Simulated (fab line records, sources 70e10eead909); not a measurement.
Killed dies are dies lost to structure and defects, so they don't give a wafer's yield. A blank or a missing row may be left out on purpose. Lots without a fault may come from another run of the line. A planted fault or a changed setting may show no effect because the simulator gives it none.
Chamber matching | flow nand_harc | NHARC_A_STAIRCASE_DEP_156 on pecvd-02: 3 sister chambers
The step deposits SiNx, target thk 50 nm. 14 wafers are shown with their chamber, then 7 later ones without.

WAFERS WITH THEIR CHAMBER
wafer  | chamber | heater_power_w (W)
L075.3 | 1       | 671
L075.4 | 0       | 784
L075.5 | 1       | 668
L077.1 | 0       | 797
L077.2 | 1       | 707
L077.5 | 0       | 770
L083.2 | 1       | 615
L083.3 | 0       | 811
L083.4 | 0       | 822
L085.2 | 2       | 613
L085.4 | 0       | 693
L085.6 | 1       | 551
L090.2 | 2       | 659
L090.5 | 0       | 719

SIGNATURES (means of the wafers above)
reading        | chamber 0 | chamber 1 | chamber 2 | scatter within a chamber
heater_power_w | 770.86    | 642.40    | 636.00    | 51.9
Rule: a wafer's distance from a chamber is the root of the sum, over the readings, of the square of ((its reading less the chamber's mean) divided by the reading's scatter). The wafer belongs to the nearest chamber; if the next one is less than 2 further off, it can't be placed. The scatter: the root of (the sum of the squares of (reading less its chamber's mean) over the shown wafers, divided by (wafers less chambers)).

WAFERS WITHOUT THEIR CHAMBER
wafer  | heater_power_w (W)
L090.6 | 636
L093.1 | 734
L093.2 | 593
L093.5 | 577
L096.2 | 715
L096.3 | 523
L096.6 | 721

WHICH CHAMBER EACH WENT THROUGH
wafer  | from the rows above          | in truth
L090.6 | can't be placed: 2 or 1      | 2
L093.1 | can't be placed: 0 or 1 or 2 | 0
L093.2 | can't be placed: 2 or 1      | 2
L093.5 | can't be placed: 2 or 1      | 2
L096.2 | can't be placed: 0 or 1 or 2 | 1
L096.3 | can't be placed: 2 or 1      | 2
L096.6 | can't be placed: 0 or 1 or 2 | 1
Placed correctly: 0 of 7. Can't be placed from these rows: 7 (the true chamber is among the candidates in 7). Placed wrongly: 0.
